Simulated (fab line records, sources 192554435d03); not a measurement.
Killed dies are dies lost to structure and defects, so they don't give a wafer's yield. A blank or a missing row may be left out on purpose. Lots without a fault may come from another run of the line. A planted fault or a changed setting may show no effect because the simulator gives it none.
Chamber matching | flow n5_finfet | N5_STI_FIN_REVEAL_STRIP_24 on rie_diel-05: 4 sister chambers
The step strips in N2/H2, time 90 s. 4 wafers are shown with their chamber, then 8 later ones without.

WAFERS WITH THEIR CHAMBER
wafer  | chamber | throttle_valve_pct (%)
L081.3 | 2       | 11.88
L084.5 | 0       | 11.93
L084.6 | 3       | 12.61
L086.1 | 1       | 12.61

WAFERS WITHOUT THEIR CHAMBER
wafer  | throttle_valve_pct (%)
L086.5 | 12.59
L086.6 | 11.89
L088.1 | 11.95
L088.3 | 12.64
L088.5 | 12.62
L091.2 | 12.63
L091.3 | 11.94
L091.5 | 12.63

WHICH CHAMBER EACH WENT THROUGH
wafer  | from the rows above     | in truth
L086.5 | can't be placed: 1 or 3 | 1
L086.6 | can't be placed: 2 or 0 | 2
L088.1 | 0                       | 0
L088.3 | can't be placed: 1 or 3 | 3
L088.5 | can't be placed: 1 or 3 | 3
L091.2 | can't be placed: 1 or 3 | 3
L091.3 | 0                       | 0
L091.5 | can't be placed: 1 or 3 | 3
Placed correctly: 2 of 8. Can't be placed from these rows: 6 (the true chamber is among the candidates in 6). Placed wrongly: 0.
How it was worked out, from the rows above alone: a wafer's distance from a chamber is the root of the sum, over the readings, of the square of ((its reading less the chamber's mean) divided by the reading's scatter). The wafer belongs to the nearest chamber; if the next one is less than 2 further off, it can't be placed. A chamber's mean is the mean of its shown wafers. The scatter: with one shown wafer a chamber, the root of the mean of the squares of how far each hidden wafer lies from its nearest shown one.
